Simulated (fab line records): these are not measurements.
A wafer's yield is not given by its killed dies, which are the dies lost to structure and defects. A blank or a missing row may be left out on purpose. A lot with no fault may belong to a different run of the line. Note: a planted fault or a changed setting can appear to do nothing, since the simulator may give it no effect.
fab line records	flow n5-finfet
[record] lots = 7	wafers = 18	last-day = 18
route steps=1938 shown BEOL_M10@1475 PASSIVATION@1936
lots that met no fault: taken from a fault-free run of the same line
start-h: hours from the record's first day to the start of the lot's first wafer shown	wait-h: hours since the lot's step before	" same as the row above	L1.1+2: several wafers, shown together as one row	- no value, or no start was given	* or withheld: withheld	< > ~ a bound
route shown NAME@n: NAME is a module with steps in the file, n the number in the route of the first one	usual: average and standard deviation across the fault-free wafers	same: alike in all rows	chamber/n: place in a boat	sites: per-site readings	_std_site: standard deviation of those values	_edge_site: the outer-site mean with the inner-site mean subtracted	radius-mm: for every site, how far away it sits from the centre of the wafer	mask NAME#n: copy n	behind: tool/chamber where the wafer was last shaped	hold: reason for holding the lot/hours on hold/outcome of the hold	device: names the non-switching transistor (n, p or np)	end of line: tests run on the same wafers once the route is complete	for a step that has no rows: nothing shown but its recipe	killed: count of dies lost to structure and defects at first sort (not the wafer's yield)	map: the dies of a wafer, with x for killed, . for not killed, _ for no die there
set.NAME: setting as actually run; set.NAME@STEP: the setting as run at that earlier step	model.NAME: the simulator's own value behind a step, which no gauge read
lots seen at some steps along the route; tables by step, rows by wafer
services: a tool's chamber out of use, with start hour (start-h, from the record's first day; less than 0 if before it), hours out, and reason
[[steps]]
[step N5_BEOL_M10_COAT_59]
[recipe] resist = SOC	temp-c = 250	time-s = 60	spin-rpm = 1500	resist-thk-nm = 100
[step N5_BEOL_M10_COAT_60]
[recipe] resist = SiARC	temp-c = 220	time-s = 60	spin-rpm = 1500	resist-thk-nm = 30
[step N5_BEOL_M10_COAT_05]
[recipe] resist = CAR-ArF	spin-rpm = 1500	resist-thk-nm = 90
[step N5_BEOL_M10_EBR_07]
[recipe] solvent = PGMEA	ebr-width-mm = 1.5
[step N5_BEOL_M10_SOFTBAKE_06]
[recipe] temp-c = 110	time-s = 60	resist = CAR-ArF
[step N5_BEOL_M10_EXPOSE_08]
[recipe] mask-id = M10	na = 1.35	source-shape = dipole	sigma-inner = 0.411	sigma-outer = 0.611	polarization = te	dose-mj = 53.75
[step N5_BEOL_M10_PEB_09]
[recipe] peb-temp-c = withheld	peb-time-s = 60	resist = CAR-ArF
[step N5_BEOL_M10_DEVELOP_10]
[recipe] develop-time-s = 30	developer = TMAH	resist = CAR-ArF	rinse-liquid = diw	dry = air-spin	dev-temp-c = 23
[step N5_BEOL_M10_CD_MEAS_11]
[recipe] target-cd-nm = 64.1	landing-energy-ev = 500	detector = se-inlens	polarity = opening
[usual] cd-nm = 63.9/0.59
lot.wafer	tool	chamber	start-h	wait-h	cd-nm
L944.1	cd-sem-02	0	262.49	-	64.1
L944.2	"	0	"	"	64.6
L944.4	"	0	"	"	64.1
L943.2	cd-sem-03	0	273.69	-	63.5
L943.3	"	0	"	"	63.1
L943.4	"	0	"	"	63.3
L948.1	cd-sem-01	0	289.40	-	63.7
L948.3	"	0	"	"	64.2
L948.5	"	0	"	"	63.6
L954.4	cd-sem-03	0	331.04	-	63.5
L954.5	"	0	"	"	64.9
L958.4	cd-sem-03	0	345.07	-	63.1
L958.5	"	0	"	"	64.3
L959.2	cd-sem-01	0	352.34	-	63.2
L959.5	"	0	"	"	63.4
L960.3	cd-sem-01	0	375.57	-	63.9
L960.5	"	0	"	"	63.5
L960.6	"	0	"	"	63.3
[step N5_BEOL_M10_OVL_MEAS_12]
[recipe] points-per-wafer = 44
[usual] M10_OVL = 0.0/0.87
lot.wafer	tool	chamber	start-h	wait-h	M10_OVL[nm]
L944.1	overlay-02	0	262.52	0.0	0.5
L944.2	"	0	"	"	0.4
L944.4	"	0	"	"	-0.3
L943.2	overlay-02	0	273.72	0.0	-1.0
L943.3	"	0	"	"	-1.9
L943.4	"	0	"	"	-1.2
L948.1	overlay-02	0	289.43	0.0	0.7
L948.3	"	0	"	"	-0.6
L948.5	"	0	"	"	0.0
L954.4	overlay-01	0	331.07	0.0	1.1
L954.5	"	0	"	"	0.8
L958.4	overlay-02	0	345.10	0.0	-0.1
L958.5	"	0	"	"	0.2
L959.2	overlay-01	0	352.37	0.0	-1.1
L959.5	"	0	"	"	0.6
L960.3	overlay-01	0	375.60	0.0	1.0
L960.5	"	0	"	"	0.4
L960.6	"	0	"	"	1.2
[step N5_BEOL_M10_INSPECT_13]
[recipe] mode = adi	inspect-instrument = brightfield
[usual] raw-defect-count = 418/96
lot.wafer	tool	chamber	start-h	wait-h	raw-defect-count
L944.1	defect-inspect-02	-	262.54	0.0	385
L944.2	"	-	"	"	546
L944.4	"	-	"	"	451
L943.2	defect-inspect-01	-	273.74	0.0	463
L943.3	"	-	"	"	399
L943.4	"	-	"	"	428
L948.1	defect-inspect-02	-	289.45	0.0	361
L948.3	"	-	"	"	306
L948.5	"	-	"	"	290
L954.4	defect-inspect-02	-	331.09	0.0	365
L954.5	"	-	"	"	477
L958.4	defect-inspect-01	-	345.13	0.0	380
L958.5	"	-	"	"	273
L959.2	defect-inspect-01	-	352.39	0.0	309
L959.5	"	-	"	"	359
L960.3	defect-inspect-02	-	375.62	0.0	333
L960.5	"	-	"	"	402
L960.6	"	-	"	"	385
[step N5_BEOL_M10_DESCUM_16]
[recipe] chemistry = O2	time-s = 7.9	source-power-w = 50	bias-power-w = 20	pressure-mtorr = 20	rf-frequency-hz = 2.712e+07	temp-c = 40	resist = CAR-ArF	o2-flow-sccm = 225
[usual] drypump-motor-current-A = 5.5/0.51	oes-product-au = 0.83/0.075	rf-vpp-V = 242.8/1.4	showerhead-plenum-p-Torr = 2.08/0.065	throttle-valve-pct = 20.36/0.24
lot.wafer	tool	chamber	start-h	wait-h	drypump-motor-current-A	oes-product-au	rf-hours-counter-h	rf-vpp-V	showerhead-plenum-p-Torr	throttle-valve-pct
L944.1	rie-diel-03	1	262.65	0.1	5.3	0.78	103	241.0	2.04	20.33
L944.2	"	3	"	"	5.2	0.72	181	244.3	2.15	20.33
L944.4	"	0	"	"	6.1	0.85	-	241.9	2.05	20.75
L943.2	rie-diel-02	2	273.80	0.1	5.1	0.81	94	241.8	2.03	20.38
L943.3	"	3	"	"	5.3	0.86	64	244.5	2.22	20.34
L943.4	"	2	"	"	5.1	0.81	-	242.7	2.03	20.38
L948.1	rie-diel-04	2	289.49	0.0	5.1	0.86	55	242.0	2.05	20.37
L948.3	"	1	"	"	6.0	0.70	245	243.2	2.15	20.91
L948.5	"	0	"	"	5.0	0.89	-	242.3	2.03	20.21
L954.4	rie-diel-04	2	331.13	0.0	5.1	0.85	72	242.1	2.04	20.41
L954.5	"	1	"	"	6.0	0.98	-	244.8	2.14	20.38
L958.4	rie-diel-04	3	345.16	0.0	6.2	0.81	66	241.7	2.04	20.16
L958.5	"	2	"	"	5.1	0.83	-	241.3	2.04	20.40
L959.2	rie-diel-04	0	352.42	0.0	5.0	0.85	47	242.5	2.02	20.24
L959.5	"	1	"	"	6.0	0.94	-	245.8	2.14	20.38
L960.3	rie-diel-02	0	375.65	0.0	5.1	0.89	26	244.8	2.21	20.43
L960.5	"	2	"	"	5.1	0.77	-	240.5	2.02	20.43
L960.6	"	1	"	"	6.4	0.85	-	242.6	2.03	19.92
[step N5_BEOL_M10_ETCH_61]
[recipe] chemistry = CF4	target = SiARC	target-depth-a = 390	mask-material = CAR-ArF	time-s = 65	ion-energy-ev = 80	pressure-mtorr = 40	source-w = 545	bias-w = 36	Ar_flow_sccm = 100	cf4-flow-sccm = 100	ends = cleared
[usual] bias-w = 36.00/0.11	drypump-motor-current-A = 5.5/0.51	etch-rf-on-time-s = 64.9/1.1	mfc-ar-sccm = 100.0/0.31	oes-product-au = 0.71/0.062	rf-vpp-V = 184.0/1.2	showerhead-plenum-p-Torr = 2.12/0.07	throttle-valve-pct = 15.50/0.25
lot.wafer	tool	chamber	start-h	wait-h	bias-w	drypump-motor-current-A	etch-rf-on-time-s	mfc-ar-sccm	oes-product-au	rf-hours-counter-h	rf-vpp-V	showerhead-plenum-p-Torr	throttle-valve-pct
L944.1	rie-diel-03	1	262.68	0.0	35.89	5.3	65.9	99.9	0.67	103	183.3	2.08	15.40
L944.2	"	3	"	"	35.97	5.2	65.9	100.2	0.61	181	185.3	2.23	15.81
L944.4	"	0	"	"	35.98	6.1	64.3	99.5	0.73	-	184.3	2.09	15.77
L943.2	rie-diel-02	2	273.83	0.0	36.05	5.1	64.9	100.8	0.69	94	182.6	2.07	15.48
L943.3	"	3	"	"	35.97	5.3	64.5	99.7	0.74	64	184.3	2.25	15.39
L943.4	"	2	"	"	35.96	5.1	65.3	100.8	0.69	-	183.6	2.07	15.46
L948.1	rie-diel-04	2	289.52	0.0	36.02	5.1	63.5	100.4	0.74	55	183.6	2.08	15.39
L948.3	"	1	"	"	36.06	6.0	65.3	99.8	0.59	245	186.2	2.19	16.05
L948.5	"	0	"	"	35.96	5.0	63.5	100.0	0.77	-	181.8	2.09	15.43
L954.4	rie-diel-04	2	331.16	0.0	36.03	5.1	42.5	99.6	0.92	72	183.6	2.08	15.44
L954.5	"	1	"	"	35.96	6.0	42.5	99.9	1.06	-	184.8	2.19	15.52
L958.4	rie-diel-04	3	345.20	0.0	35.79	6.2	44.3	100.2	0.89	66	182.3	2.07	15.28
L958.5	"	2	"	"	35.95	5.0	42.2	99.9	0.91	-	184.2	2.07	15.42
L959.2	rie-diel-04	0	352.46	0.0	36.04	5.0	63.9	99.9	0.73	47	183.2	2.08	15.46
L959.5	"	1	"	"	35.95	6.0	42.6	99.9	1.02	-	184.9	2.19	15.53
L960.3	rie-diel-02	0	375.69	0.0	36.02	5.1	64.0	99.7	0.77	26	185.2	2.27	15.72
L960.5	"	2	"	"	36.09	5.2	65.2	99.9	0.66	-	184.5	2.05	15.54
L960.6	"	1	"	"	35.88	6.4	65.5	100.2	0.71	-	184.6	2.08	15.13
[step N5_BEOL_M10_ETCH_62]
[recipe] chemistry = N2/H2	target = SOC	target-depth-a = 1100	overetch-a = 220	mask-material = SiARC	temp-c = 40	time-s = 165	ion-energy-ev = 200	pressure-mtorr = 30	source-w = 840	bias-w = 150	n2-flow-sccm = 200	h2-flow-sccm = 200
[usual] bias-w = 150.1/0.46	drypump-motor-current-A = 5.5/0.51	oes-product-au = 0.70/0.058	rf-vpp-V = 523.4/2.4	showerhead-plenum-p-Torr = 2.53/0.08	throttle-valve-pct = 17.75/0.28
lot.wafer	tool	chamber	start-h	wait-h	bias-w	drypump-motor-current-A	oes-product-au	rf-hours-counter-h	rf-vpp-V	showerhead-plenum-p-Torr	throttle-valve-pct
L944.1	rie-diel-03	1	262.73	0.0	150.2	5.3	0.68	103	522.4	2.45	17.49
L944.2	"	3	"	"	150.4	5.1	0.61	181	527.1	2.65	17.97
L944.4	"	0	"	"	149.6	6.2	0.72	-	521.6	2.48	18.04
L943.2	rie-diel-02	2	273.88	0.0	150.6	5.1	0.68	94	522.2	2.47	17.82
L943.3	"	3	"	"	149.4	5.3	0.72	64	527.6	2.67	17.50
L943.4	"	2	"	"	150.2	5.1	0.67	-	521.5	2.47	17.83
L948.1	rie-diel-04	2	289.57	0.0	150.8	5.1	0.72	55	521.9	2.48	17.66
L948.3	"	1	"	"	150.5	6.0	0.60	245	525.5	2.60	18.29
L948.5	"	0	"	"	148.9	5.0	0.75	-	523.2	2.52	17.95
L954.4	rie-diel-04	2	331.21	0.0	150.1	5.1	0.70	72	522.4	2.47	17.67
L954.5	"	1	"	"	150.4	6.0	0.81	-	525.4	2.60	17.76
L958.4	rie-diel-04	3	345.25	0.0	150.5	6.2	0.70	66	522.9	2.47	17.48
L958.5	"	2	"	"	150.4	5.1	0.70	-	522.0	2.47	17.72
L959.2	rie-diel-04	0	352.51	0.0	149.4	5.0	0.72	47	523.2	2.51	17.99
L959.5	"	1	"	"	150.8	6.0	0.78	-	525.7	2.60	17.77
L960.3	rie-diel-02	0	375.74	0.0	150.1	5.1	0.74	26	526.9	2.69	17.76
L960.5	"	2	"	"	149.5	5.1	0.65	-	522.5	2.46	17.91
L960.6	"	1	"	"	149.5	6.4	0.71	-	521.2	2.47	17.29
[step N5_PASSIVATION_PROBE_49]
[usual] defect-limited-yield = 91.7/1.7	killed_at_M0_to_M3 = 34/10	killed_at_M4_up = 13/5.1	killed-at-contacts = 12/6.2	killed-at-front-end = 36/12	killed-at-other = 3.2/2.6	killed-dies = 98/20	killed-open = 65/13	killed-short = 32/8.4	sort_bin_5_function = 4.8/1.1	sort_bin_6_memory = 3.2/0.74	sort_bin_8_speed = 0.00/0.012	sort-n-pass = 1082/20	sort-yield-pct = 91.7/1.7
[same] gross-dies = 1180	killed-at-back-side = 0	sort_bin_4_leakage[%] = 0
lot.wafer	tool	chamber	start-h	wait-h	defect-limited-yield[%]	killed_at_M0_to_M3	killed_at_M4_up	killed-at-contacts	killed-at-front-end	killed-at-other	killed-dies	killed-open	killed-short	sort_bin_5_function[%]	sort_bin_6_memory[%]	sort_bin_8_speed[%]	sort-n-pass	sort-yield-pct[%]
L944.1	prober-02	-	319.29	0.0	92.5	37	12	9	27	4	89	49	39	4.8	2.4	0	1091	92.5
L944.2	prober-02	-	319.34	0.1	93.7	16	16	11	29	2	74	46	28	3.1	3.0	0	1106	93.7
L944.4	prober-02	-	319.44	0.2	91.9	36	14	12	30	4	96	74	22	4.7	3.4	0	1084	91.9
// killed by level:class
L944.1 BEOL_M0_SAQP:geometric-particle:short=11 BEOL_M2:geometric-particle:open=8 BEOL_M4:geometric-particle:open=8 MOL_CONTACT_COAG:geometric-particle:open=7 ILD0:geometric-particle:short=6 BEOL_M0_SAQP:geometric-particle:open=6 FIN_SAQP:geometric-particle:short=4 STARTING-WAFER:geometric-particle:short=4
L944.2 MOL_CONTACT_COAG:geometric-particle:open=8 FIN_SAQP:geometric-particle:short=7 BEOL_M4:geometric-particle:open=7 STI_FIN_REVEAL:geometric-particle:open=6 BEOL_M0_SAQP:geometric-particle:short=6 BEOL_M1:geometric-particle:open=4 STI_FIN_REVEAL:geometric-particle:short=3 MOL_CONTACT_COAG:geometric-particle:short=3
L944.4 MOL_CONTACT_COAG:geometric-particle:open=12 BEOL_M3:geometric-particle:open=12 BEOL_M2:geometric-particle:open=8 GATE_CUT:geometric-particle:short=7 BEOL_M0_SAQP:geometric-particle:open=7 BEOL_M4:geometric-particle:open=7 BEOL_M1:geometric-particle:open=5 STI_FIN_REVEAL:geometric-particle:open=4
[[services]]
tool	chamber	start-h	hours	kind
rie-diel-04	0	244.97	22.3	repair
rie-diel-03	2	251.38	-	clean
rie-diel-03	2	251.38	-	consumable-replace:focus-ring
rie-diel-03	2	251.38	17.0	scheduled-down
rie-diel-03	2	251.38	17.0	vent-cycle
rie-diel-02	0	267.08	-	clean
rie-diel-02	0	267.08	-	consumable-replace:focus-ring
rie-diel-02	0	267.08	-	consumable-replace:showerhead
rie-diel-02	0	267.08	22.5	scheduled-down
rie-diel-02	0	267.08	22.5	vent-cycle
rie-diel-02	3	277.74	6.1	repair
rie-diel-04	1	305.74	-	clean
rie-diel-04	1	305.74	-	consumable-replace:focus-ring
rie-diel-04	1	305.74	17.1	scheduled-down
rie-diel-04	1	305.74	17.1	vent-cycle
rie-diel-02	-	307.01	4.3	pm
rie-diel-02	0	321.23	8.0	repair
rie-diel-03	3	348.19	4.0	repair
rie-diel-03	1	368.65	27.6	repair
rie-diel-02	3	373.97	29.1	repair
[[key]]
[first-sign] step = N5_BEOL_M10_ETCH_61	reading = etch-rf-on-time-s	direction = down	sigmas = 20	usual = *	struck = *
[effect] step = N5_BEOL_M10_ETCH_61	reading = oes-product-au	direction = up	sigmas = 4	usual = 0.71	struck = 0.96
met-at N5_BEOL_M10_ETCH_61
struck-wafers L954.4,L954.5,L958.4,L958.5,L959.5
onset-between 289.52 331.16
[fault] kind = process-parameter-drift	tool = rie-diel-04	chamber = -	onset-h = 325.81	steps = N5_BEOL_M10_ETCH_61	channel = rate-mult	offset = 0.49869	shape = step	end-h = 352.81	scope = struck-wafers-only
